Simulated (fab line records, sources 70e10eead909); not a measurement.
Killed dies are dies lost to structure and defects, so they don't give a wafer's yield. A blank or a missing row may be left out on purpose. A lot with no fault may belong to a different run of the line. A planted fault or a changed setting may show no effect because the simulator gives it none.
fab line records	flow nand_harc
[record] lots = 7	wafers = 21	last_day = 31
route steps=1302 shown A_CONTACT@1005
lots that met no fault: taken from a fault-free run of the same line
start_h: hours from the record's first day to the start of the lot's first wafer shown	wait_h: hours since the lot's step before	" as in the row above	L1.1+2: a single row standing in for several wafers	- no value present, or no start provided	* or withheld: withheld	< > ~ a bound
route shown NAME@n: NAME is a module with steps in the file, n the number in the route of the first one	usual: mean/standard deviation taken from wafers without a fault	same: alike in all rows	chamber/n: place in a boat	sites: each site's reading	_std_site: standard deviation of those values	_edge_site: the outer-site mean with the inner-site mean subtracted	radius_mm: how far each site lies from the wafer's centre	mask NAME#n: copy n	behind: tool/chamber where the wafer was last shaped	hold: what put the lot on hold/how long, in hours/how the hold closed	device: transistor that didn't switch, given as n, p or np	end of line: at the end of the route, the tests of the same wafers	step lacking rows: just its recipe	killed: not the wafer's yield, but the dies lost to structure and defects at the first sort	map: the dies of a wafer, with x for killed, . for not killed, _ for no die there
set.NAME: the setting as run; set.NAME@STEP: as run at that earlier step	model.NAME: the simulator's own value behind a step, which no gauge read
certain route steps with their lots: each step a table, each wafer a row
services: when a tool's chamber went out of use (start_h, in hours from the record's first day, below 0 if earlier), for how many hours, and the reason
[[steps]]
[step NHARC_A_CONTACT_ETCH_111]
[recipe] source_w = withheld	pressure_mtorr = 20	bias_v = withheld	time_s = 140	target_depth_a = 7000	ar_flow_sccm = withheld	c4f8_flow_sccm = withheld	o2_flow_sccm = withheld	chemistry = C4F8/O2/Ar
[step NHARC_A_CONTACT_ETCH_112]
[recipe] source_w = withheld	pressure_mtorr = 20	bias_v = 3000	time_s = 190	target_depth_a = 18500	ar_flow_sccm = withheld	c4f8_flow_sccm = withheld	o2_flow_sccm = withheld	chemistry = C4F8/O2/Ar
[step NHARC_A_CONTACT_ETCH_113]
[recipe] source_w = withheld	pressure_mtorr = 20	bias_v = 3000	time_s = 190	target_depth_a = 18500	ar_flow_sccm = withheld	c4f8_flow_sccm = withheld	o2_flow_sccm = withheld	chemistry = C4F8/O2/Ar
[step NHARC_A_CONTACT_ETCH_114]
[recipe] source_w = withheld	pressure_mtorr = 20	bias_v = 3000	time_s = 190	target_depth_a = 18500	ar_flow_sccm = withheld	c4f8_flow_sccm = withheld	o2_flow_sccm = withheld	chemistry = C4F8/O2/Ar
[usual] chamber_pressure_mTorr = 20.001/0.018	oes_air_line_au = 1.001/0.02
[same] time_s = 190
lot.wafer	tool	chamber	start_h	wait_h	chamber_pressure_mTorr	oes_air_line_au	rf_hours_counter_h
L200.1	har_cap_etch-02	1	503.93	0.1	19.973	1.034	84
L200.4	"	0	"	"	20.001	0.957	-
L200.5	"	1	"	"	19.982	1.021	-
L206.2	har_cap_etch-01	0	571.44	0.1	20.006	1.013	11
L206.3	"	0	"	"	19.995	1.038	-
L206.4	"	1	"	"	20.005	0.995	-
L208.1	har_cap_etch-03	0	581.39	0.1	20.004	1.003	57
L208.4	"	0	"	"	19.997	0.988	-
L208.6	"	0	"	"	20.000	0.987	-
L210.2	har_cap_etch-03	1	612.91	0.1	19.991	1.020	60
L210.5	"	0	"	"	20.041	1.052	-
L210.6	"	1	"	"	20.023	1.039	-
L211.2	har_cap_etch-02	0	617.49	0.1	19.999	0.968	105
L211.6	"	1	"	"	19.982	0.977	-
L211.5	"	0	"	"	19.988	0.989	-
L216.3	har_cap_etch-02	1	661.13	0.1	20.004	0.986	-
L216.4	"	0	"	"	19.999	1.009	-
L216.5	"	1	"	"	20.000	1.013	-
L219.3	har_cap_etch-01	1	686.78	0.1	20.025	1.001	-
L219.4	"	0	"	"	19.976	0.998	-
L219.5	"	0	"	"	20.007	1.022	-
[step NHARC_A_CONTACT_ETCH_115]
[recipe] source_w = withheld	pressure_mtorr = 20	bias_v = 3000	time_s = 190	target_depth_a = 18500	ar_flow_sccm = withheld	c4f8_flow_sccm = withheld	o2_flow_sccm = withheld	chemistry = C4F8/O2/Ar
[usual] chamber_pressure_mTorr = 20.000/0.016	oes_air_line_au = 1.002/0.02
[same] time_s = 190
lot.wafer	tool	chamber	start_h	wait_h	chamber_pressure_mTorr	oes_air_line_au	rf_hours_counter_h
L200.1	har_cap_etch-02	1	504.11	0.1	19.976	1.006	84
L200.4	"	0	"	"	20.009	1.009	-
L200.5	"	1	"	"	20.029	1.022	-
L206.2	har_cap_etch-01	0	571.61	0.1	20.024	0.971	11
L206.3	"	0	"	"	20.000	0.998	-
L206.4	"	1	"	"	19.962	1.014	-
L208.1	har_cap_etch-03	0	581.56	0.1	19.982	0.981	57
L208.4	"	0	"	"	19.992	1.008	-
L208.6	"	0	"	"	19.983	1.020	-
L210.2	har_cap_etch-03	1	613.08	0.1	19.992	0.973	61
L210.5	"	0	"	"	19.998	1.013	-
L210.6	"	1	"	"	19.969	0.969	-
L211.2	har_cap_etch-02	0	624.72	7.2	19.981	0.990	105
L211.6	"	1	"	"	20.000	0.991	-
L211.5	"	0	"	"	19.968	0.987	-
L216.3	har_cap_etch-02	1	661.30	0.1	20.011	0.971	-
L216.4	"	0	"	"	19.994	1.004	-
L216.5	"	1	"	"	19.997	0.988	-
L219.3	har_cap_etch-01	1	686.95	0.1	20.014	1.008	-
L219.4	"	0	"	"	19.994	0.988	-
L219.5	"	0	"	"	19.991	0.979	-
[step NHARC_A_CONTACT_ETCH_116]
[recipe] source_w = withheld	pressure_mtorr = 20	bias_v = 3000	time_s = 190	target_depth_a = 18500	ar_flow_sccm = withheld	c4f8_flow_sccm = withheld	o2_flow_sccm = withheld	chemistry = C4F8/O2/Ar
[step NHARC_A_CONTACT_ETCH_117]
[recipe] source_w = withheld	pressure_mtorr = 20	bias_v = 3000	time_s = 190	target_depth_a = 18500	ar_flow_sccm = withheld	c4f8_flow_sccm = withheld	o2_flow_sccm = withheld	chemistry = C4F8/O2/Ar
[step NHARC_A_CONTACT_ETCH_118]
[recipe] source_w = withheld	pressure_mtorr = 20	bias_v = 3000	time_s = 190	target_depth_a = 18500	ar_flow_sccm = withheld	c4f8_flow_sccm = withheld	o2_flow_sccm = withheld	chemistry = C4F8/O2/Ar
[usual] chamber_pressure_mTorr = 20.000/0.017	oes_air_line_au = 0.996/0.02
[same] time_s = 190
lot.wafer	tool	chamber	start_h	wait_h	chamber_pressure_mTorr	oes_air_line_au	rf_hours_counter_h
L200.1	har_cap_etch-02	1	504.63	0.1	19.990	1.012	85
L200.4	"	0	"	"	19.992	0.993	-
L200.5	"	1	"	"	19.978	1.005	-
L206.2	har_cap_etch-01	0	572.13	0.1	19.986	1.047	11
L206.3	"	0	"	"	20.030	1.003	-
L206.4	"	1	"	"	19.976	1.010	-
L208.1	har_cap_etch-03	0	582.08	0.1	20.012	0.980	57
L208.4	"	0	"	"	20.011	1.000	-
L208.6	"	0	"	"	20.011	0.987	-
L210.2	har_cap_etch-03	1	613.60	0.1	20.018	1.001	61
L210.5	"	0	"	"	20.015	0.965	-
L210.6	"	1	"	"	20.017	0.990	-
L211.2	har_cap_etch-02	0	625.23	0.1	19.987	1.034	105
L211.6	"	1	"	"	19.994	1.029	-
L211.5	"	0	"	"	19.992	0.986	-
L216.3	har_cap_etch-02	1	661.81	0.1	19.958	0.977	-
L216.4	"	0	"	"	20.023	0.978	-
L216.5	"	1	"	"	20.030	0.969	-
L219.3	har_cap_etch-01	1	687.46	0.1	20.024	1.027	-
L219.4	"	0	"	"	20.007	0.968	-
L219.5	"	0	"	"	19.996	0.998	-
[step NHARC_A_CONTACT_ETCH_119]
[recipe] source_w = withheld	pressure_mtorr = 20	bias_v = 3000	time_s = 190	target_depth_a = 18500	ar_flow_sccm = withheld	c4f8_flow_sccm = withheld	o2_flow_sccm = withheld	chemistry = C4F8/O2/Ar
[step NHARC_A_CONTACT_ETCH_120]
[recipe] source_w = withheld	pressure_mtorr = 20	bias_v = 3000	time_s = 190	target_depth_a = 18500	ar_flow_sccm = withheld	c4f8_flow_sccm = withheld	o2_flow_sccm = withheld	chemistry = C4F8/O2/Ar
[step NHARC_A_CONTACT_ETCH_121]
[recipe] source_w = withheld	pressure_mtorr = 20	bias_v = 3000	time_s = 190	target_depth_a = 18500	ar_flow_sccm = withheld	c4f8_flow_sccm = withheld	o2_flow_sccm = withheld	chemistry = C4F8/O2/Ar
[usual] chamber_pressure_mTorr = 19.999/0.016	oes_air_line_au = 1.000/0.02
[same] time_s = 190
lot.wafer	tool	chamber	start_h	wait_h	chamber_pressure_mTorr	oes_air_line_au	rf_hours_counter_h
L200.1	har_cap_etch-02	1	505.14	0.1	20.000	1.001	85
L200.4	"	0	"	"	19.969	1.015	-
L200.5	"	1	"	"	19.991	0.991	-
L206.2	har_cap_etch-01	0	572.64	0.1	19.996	0.982	12
L206.3	"	0	"	"	20.000	1.001	-
L206.4	"	1	"	"	19.978	0.988	-
L208.1	har_cap_etch-03	0	582.59	0.1	20.009	0.978	58
L208.4	"	0	"	"	19.998	0.984	-
L208.6	"	0	"	"	19.994	1.022	-
L210.2	har_cap_etch-03	1	614.11	0.1	19.983	1.040	61
L210.5	"	0	"	"	19.991	1.003	-
L210.6	"	1	"	"	20.015	0.999	-
L211.2	har_cap_etch-02	0	625.74	0.1	19.997	0.995	106
L211.6	"	1	"	"	20.018	1.017	-
L211.5	"	0	"	"	19.959	0.990	-
L216.3	har_cap_etch-02	1	662.33	0.1	20.009	1.008	-
L216.4	"	0	"	"	19.989	1.010	-
L216.5	"	1	"	"	20.012	0.990	-
L219.3	har_cap_etch-01	1	687.98	0.1	20.008	1.017	-
L219.4	"	0	"	"	19.981	1.015	-
L219.5	"	0	"	"	20.022	1.011	-
[step NHARC_A_CONTACT_ETCH_122]
[recipe] source_w = withheld	pressure_mtorr = 20	bias_v = 3000	time_s = 190	target_depth_a = 18500	ar_flow_sccm = withheld	c4f8_flow_sccm = withheld	o2_flow_sccm = withheld	chemistry = C4F8/O2/Ar
[step NHARC_A_CONTACT_ETCH_123]
[recipe] source_w = withheld	pressure_mtorr = 20	bias_v = 400	time_s = 490	target_depth_a = 21100	ar_flow_sccm = withheld	c4f8_flow_sccm = 11.5	o2_flow_sccm = 7.2	chemistry = C4F8/O2/Ar
[usual] chamber_pressure_mTorr = 19.997/0.019	oes_air_line_au = 1.003/0.02	time_s = 490/0
lot.wafer	tool	chamber	start_h	wait_h	chamber_pressure_mTorr	oes_air_line_au	rf_hours_counter_h	time_s
L200.1	har_cap_etch-02	1	505.54	0.2	19.993	1.032	86	490
L200.4	"	0	"	"	19.969	1.020	-	490
L200.5	"	1	"	"	19.983	1.006	-	490
L206.2	har_cap_etch-01	0	572.98	0.1	-	-	-	-
L206.3	"	0	"	"	-	-	-	-
L206.4	"	1	"	"	-	-	-	-
L208.1	har_cap_etch-03	0	582.99	0.2	-	-	-	-
L208.4	"	0	"	"	-	-	-	-
L208.6	"	0	"	"	-	-	-	-
L210.2	har_cap_etch-03	1	614.51	0.2	-	-	-	-
L210.5	"	0	"	"	-	-	-	-
L210.6	"	1	"	"	-	-	-	-
L211.2	har_cap_etch-02	0	626.15	0.2	20.011	0.985	106	490
L211.6	"	1	"	"	20.011	1.028	-	490
L211.5	"	0	"	"	20.012	0.987	-	490
L216.3	har_cap_etch-02	1	662.78	0.3	20.013	1.011	-	490
L216.4	"	0	"	"	19.982	0.964	-	490
L216.5	"	1	"	"	20.014	1.026	-	490
L219.3	har_cap_etch-01	1	688.43	0.3	19.977	0.949	-	490
L219.4	"	0	"	"	20.033	1.036	-	490
L219.5	"	0	"	"	20.006	1.011	-	490
[step NHARC_A_CONTACT_ETCH_90]
[recipe] target_depth_a = 400	over_etch_frac = 0.5	time_s = 85.7	ion_energy_ev = 120	ch3f_flow_sccm = 50	o2_flow_sccm = 30	ar_flow_sccm = 200	rf_w = 500	bias_w = 100	chemistry = CH3F/O2
[usual] bias_w = 99.99/0.27	ch3f_flow_sccm = 49.98/0.15	drypump_motor_current_A = 5.6/0.49	oes_product_au = 0.96/0.039	rf_vpp_V = 244.8/1.2	showerhead_plenum_p_Torr = 2.49/0.067	throttle_valve_pct = 20.663/0.0095
[same] time_s = 85.7
lot.wafer	tool	chamber	start_h	wait_h	bias_w	ch3f_flow_sccm	drypump_motor_current_A	oes_product_au	rf_hours_counter_h	rf_vpp_V	showerhead_plenum_p_Torr	throttle_valve_pct
L200.1	rie_diel-02	2	506.45	0.8	99.85	50.06	5.7	0.92	37	245.2	2.47	20.663
L200.4	"	0	"	"	100.04	49.93	4.9	0.92	30	245.6	2.54	20.667
L200.5	"	2	"	"	100.24	50.16	5.7	0.94	-	244.2	2.47	20.655
L206.4	rie_diel-13	1	573.95	0.6	99.90	50.00	6.1	1.00	8	245.4	2.51	20.664
L206.2	"	2	"	"	99.78	50.05	6.0	1.03	9	246.2	2.55	20.654
L206.3	"	0	"	"	99.91	49.86	5.8	1.01	7	244.1	2.45	20.660
L208.1	rie_diel-13	2	583.90	0.8	100.30	50.16	6.0	0.95	11	245.4	2.55	20.665
L208.4	"	1	"	"	100.10	49.82	6.1	0.93	-	244.1	2.51	20.662
L208.6	"	2	"	"	100.04	50.16	6.0	0.94	-	245.9	2.55	20.672
L210.2	rie_diel-02	3	615.44	0.8	99.97	49.96	5.1	0.99	15	243.0	2.35	20.645
L210.6	"	1	"	"	99.57	49.93	6.1	0.99	-	246.4	2.58	20.649
L210.5	"	3	"	"	100.00	50.13	5.1	0.99	-	243.9	2.35	20.634
L211.2	rie_diel-13	3	627.08	0.8	99.89	50.01	5.2	0.93	16	245.0	2.51	20.656
L211.5	"	1	"	"	99.70	49.88	6.1	0.92	-	244.9	2.50	20.649
L211.6	"	2	"	"	99.75	50.17	6.0	0.94	-	245.5	2.55	20.681
L216.3	rie_diel-13	1	663.58	0.7	100.31	50.04	6.1	1.00	24	245.1	2.50	20.666
L216.4	"	1	"	"	100.23	49.92	6.0	1.00	-	242.9	2.50	20.676
L216.5	"	2	"	"	99.70	49.72	6.0	1.01	-	244.5	2.54	20.670
L219.3	rie_diel-13	2	689.26	0.7	100.33	50.00	6.0	1.02	29	245.5	2.54	20.663
L219.4	"	3	"	"	100.04	49.82	5.1	0.99	27	245.3	2.50	20.665
L219.5	"	1	"	"	99.86	50.11	6.2	0.99	-	245.5	2.50	20.660
[[services]]
tool	chamber	start_h	hours	kind
rie_diel-02	3	494.57	6.8	repair
har_cap_etch-01	-	497.26	17.0	pm
har_cap_etch-01	0	497.26	17.0	vent_cycle
har_cap_etch-01	1	497.26	17.0	vent_cycle
rie_diel-13	0	498.25	-	clean
rie_diel-13	1	498.25	-	clean
rie_diel-13	2	498.25	-	clean
rie_diel-13	3	498.25	-	clean
har_cap_etch-01	0	514.26	-	clean
har_cap_etch-01	1	514.26	-	clean
rie_diel-13	-	519.17	9.0	pm
rie_diel-13	0	519.17	9.0	vent_cycle
rie_diel-13	1	519.17	9.0	vent_cycle
rie_diel-13	2	519.17	9.0	vent_cycle
rie_diel-13	3	519.17	9.0	vent_cycle
har_cap_etch-01	-	549.85	1.2	repair
rie_diel-02	-	553.86	0.2	repair
rie_diel-02	-	572.37	9.0	pm
rie_diel-13	0	580.67	9.0	repair
rie_diel-13	2	598.16	1.7	repair
rie_diel-13	0	607.98	22.1	repair
rie_diel-02	2	615.15	3.0	repair
rie_diel-13	3	631.30	3.7	repair
rie_diel-13	0	651.41	12.4	repair
[[key]]
[first_sign] step = NHARC_A_CONTACT_ETCH_123	reading = tool_record	direction = missing
effect none on later readings
met_at NHARC_A_CONTACT_ETCH_123
struck_wafers L206.2,L206.3,L206.4,L208.1,L208.4,L208.6,L210.2,L210.5,L210.6
later_rows_left_out L206.2,L206.3,L206.4,L208.1,L208.4,L208.6,L210.2,L210.5,L210.6
sort_left_out L206.2,L206.3,L206.4,L208.1,L208.4,L208.6,L210.2,L210.5,L210.6
tester_left_out L206,L208,L210
[fault] kind = skipped_step_whole	tool = har_cap_etch-01,har_cap_etch-03	chamber = -	onset_h = 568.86	steps = NHARC_A_CONTACT_ETCH_123	scope = struck_lots_only
// tester_left_out: of these lots the tester's yield and bins aren't shown, on N5 and GAA mostly nor the transistor test; their killed dies are dies lost to structure and defects alone, not to doping, threshold or leakage, so they don't give the yield
// sort_left_out: the simulated sort isn't trusted on such a fault, so these wafers' sort isn't shown, and their yield isn't known
// later_rows_left_out: the simulator's readings of these wafers behind a module that went badly wrong aren't trusted and aren't shown, but for the sort
